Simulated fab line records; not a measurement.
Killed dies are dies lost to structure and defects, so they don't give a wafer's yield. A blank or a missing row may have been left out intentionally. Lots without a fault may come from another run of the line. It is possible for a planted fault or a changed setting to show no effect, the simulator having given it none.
Code-filled problem report in 8D (eight disciplines) form + flow nand harc + the parts of the form that need people (team, actions taken, sign-off) are left out

1. PROBLEM STATEMENT
NHARC_A_BONDPAD_ETCH_24, run length s: mean 115.8 s on 2 wafers (1 lot); fault-free wafers 94.4 s, standard deviation 0.42. Relative to the usual mean, that is a shift of +51 standard deviations.
The step: etches the open film in CF4/N2, target depth 30 nm, time 72.99 s.
The first sign was on wafer L283.4 at day 20 12:26, on rie diel-06. The record has a number at this step for 30 wafers belonging to 10 lots. The rule behind "out" and "out of limits": a value lying over 4 standard deviations away from the usual mean. Any other wafer with a number is counted as sound.

2. WHAT IT IS; WHAT IT IS NOT
| question                    | is                | is not                                                                                          |
|-----------------------------|-------------------|-------------------------------------------------------------------------------------------------|
| which readings at this step | run length s      | drypump motor current A, oes product au, rf vpp V, showerhead plenum p Torr, throttle valve pct |
| which lots                  | L283              | L275, L278, L279, L281, L282, L290, L294, L295, L296                                            |
| which wafers of those lots  | L283.4, L283.5    | L283.6                                                                                          |
| read on which tools         | rie diel-06       | rie diel-02                                                                                     |
| when                        | from day 20 12:26 | up to then (16 sound wafers); but 12 sound wafers of L290, L294, L295, L296 came after          |

3. WHAT RULES OUT EACH SUSPECT
Counting: if a tool at a process step up to the reading ran every lot that is out, it stays a suspect. Sound lots after the first of them don't rule it out here, since some wafers of a struck lot are sound.
- rie diel-13 at NHARC_A_M1_ETCH_35 (etches the open film in N2/H2, target depth 40 nm, overetch 12 nm, time 43.94 s): kept. It processed L283, the lot that is out, at day 20 07:10, and its most recent sound lot before then was L275 at day 18 07:37.
- rie diel-13 at NHARC_A_M1_ETCH_28 (etches the open film in CF4/N2, target depth 30 nm, time 72.99 s): kept. It processed L283, the lot that is out, at day 20 12:26, and its most recent sound lot before then was L278 at day 19 06:20. With no start given for some of its lots, NHARC_A_M1_ETCH_28 uses the hours and lot order of NHARC_A_BONDPAD_ETCH_24.
- rie diel-06 at NHARC_A_BONDPAD_ETCH_24 (etches the open film in CF4/N2, target depth 30 nm, time 72.99 s): kept. It processed L283, the lot that is out, at day 20 12:26, and its most recent sound lot before then was L282 at day 20 03:31. Its own readings are out on those wafers: run length s.
- Within rie diel-13 at NHARC_A_M1_ETCH_35: the wafers that are out ran in chambers 0, 2; their sound lot-mates ran in chamber 1.
- The sound lot-mates ran in chamber 2 of rie diel-06 at NHARC_A_BONDPAD_ETCH_24, but the wafers that are out ran in chamber 1.
The count leaves rie diel-13 at NHARC_A_M1_ETCH_35, rie diel-13 at NHARC_A_M1_ETCH_28, and rie diel-06 at NHARC_A_BONDPAD_ETCH_24.

4. THE CAUSE (what the simulator had put in)
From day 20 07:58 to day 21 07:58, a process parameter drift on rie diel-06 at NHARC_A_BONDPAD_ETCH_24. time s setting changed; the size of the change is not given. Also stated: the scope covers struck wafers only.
After counting, 3 suspects remain, this tool included.

5. SEQUENCE OF EFFECTS, ordered by route
Each row: a reading where the mean over the struck wafers with a number is more than 3 standard deviations away from the usual. Only readings for which the record gives a usual standard deviation are gone through. hours: the time from each lot's start at the first step in this table that gives one to its start at this step, as a median over the lots. sigmas: the change in usual standard deviations.
| hours | step                    | reading      | usual  | on struck wafers | change | sigmas |
|-------|-------------------------|--------------|--------|------------------|--------|--------|
| 0     | NHARC_A_BONDPAD_ETCH_24 | run length s | 94.4 s | 115.8            | +21.4  | +51    |
The process steps in it:
- NHARC_A_BONDPAD_ETCH_24: etches the open film in CF4/N2, target depth 30 nm, time 72.99 s.

6. WHAT WOULD HAVE CAUGHT IT SOONER
First out-of-limits reading in this record: day 20 12:26, which is 4 hours after fault onset at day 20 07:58.
